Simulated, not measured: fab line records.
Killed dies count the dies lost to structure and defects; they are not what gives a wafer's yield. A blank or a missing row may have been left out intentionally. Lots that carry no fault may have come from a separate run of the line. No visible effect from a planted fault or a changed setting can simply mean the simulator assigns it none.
A struck lot beside a sound one	flow nand-harc	13 out of 1302 route steps
Sound: these wafers, L903.1, L903.3, L903.4. Wafers struck: L918.1, L918.2, L918.3. The cause comes at the end.
Per side, at each step with rows, come the tool, then ch with its chambers, and then its first start. Under that, the readings that differ: sound wafers	struck wafers	difference of the means	sigmas: that difference in standard deviations of wafers without a fault.
alike: a reading whose means differ by less than 2 such deviations, as well as words and numbers matching on both sides. not compared: withheld readings; readings where some wafer has no value; bounds like >300 that might hide an equal value; numbers whose values overlap and for which the record gives no deviation.
A row with sigmas, a row that says differs or no value, or rows on one side alone: a step with any of these is where the two part. Non-overlapping numbers with no deviation appear without sigmas and do not part them. A reading that every wafer of one side lacks parts them only if that side has two wafers or more.

first, 1 step without rows for these wafers: NHARC_A_ONON_D1_DEP_00 (target thk 1000 nm).
NHARC_A_ONON_D1_THK_MEAS_02: measures by ellipsometry.
  struck on film-metro-02, day 15 09:20; sound on film-metro-01, day 8 17:24
  alike: thk-nm
then, 1 step without rows for these wafers: NHARC_A_ONON_D1_DEP_03 (target thk 1000 nm).
NHARC_A_ONON_D1_THK_MEAS_05: measures by ellipsometry.
  struck on film-metro-01, day 15 09:53; sound on film-metro-01, day 8 17:58
  alike: thk-nm
then, 1 step without rows for these wafers: NHARC_A_ONON_D1_DEP_06 (target thk 1000 nm).
NHARC_A_ONON_D1_THK_MEAS_08: measures by ellipsometry.
  struck on film-metro-01, day 15 10:27; sound on film-metro-01, day 8 18:32
  alike: thk-nm
then, 1 step without rows for these wafers: NHARC_A_ONON_D1_DEP_09 (target thk 1000 nm).
NHARC_A_ONON_D1_THK_MEAS_11: measures by ellipsometry.
  struck on film-metro-02, day 15 11:01; sound on film-metro-02, day 8 19:06
  alike: thk-nm
then, 1 step without rows for these wafers: NHARC_A_ONON_D1_DEP_12 (target thk 1000 nm).
NHARC_A_ONON_D1_THK_MEAS_14: measures by ellipsometry.
  struck on film-metro-02, day 15 11:35; sound on film-metro-02, day 8 19:40
  alike: thk-nm
then, 1 step without rows for these wafers: NHARC_A_ONON_D1_ANNEAL_15 (time 3600 s).
NHARC_A_ONON_D1_DEP_16: target thk 1000 nm.
  sound on pecvd-onon-01 ch 0, day 9 03:00; struck on pecvd-onon-01 ch 0, day 15 18:49
NHARC_A_ONON_D1_THK_MEAS_18: measures by ellipsometry.
  struck on film-metro-01, day 15 19:29; sound on film-metro-01, day 9 03:31
reading	sound	struck	difference	sigmas
thk-nm (nm)	991 989 993	1614 1613 1613	+622	+72
  not compared: hold

WHERE THEY PART
At NHARC_A_ONON_D1_THK_MEAS_18 and nowhere else, as far as this record goes.

WHY: whatever the simulator had introduced
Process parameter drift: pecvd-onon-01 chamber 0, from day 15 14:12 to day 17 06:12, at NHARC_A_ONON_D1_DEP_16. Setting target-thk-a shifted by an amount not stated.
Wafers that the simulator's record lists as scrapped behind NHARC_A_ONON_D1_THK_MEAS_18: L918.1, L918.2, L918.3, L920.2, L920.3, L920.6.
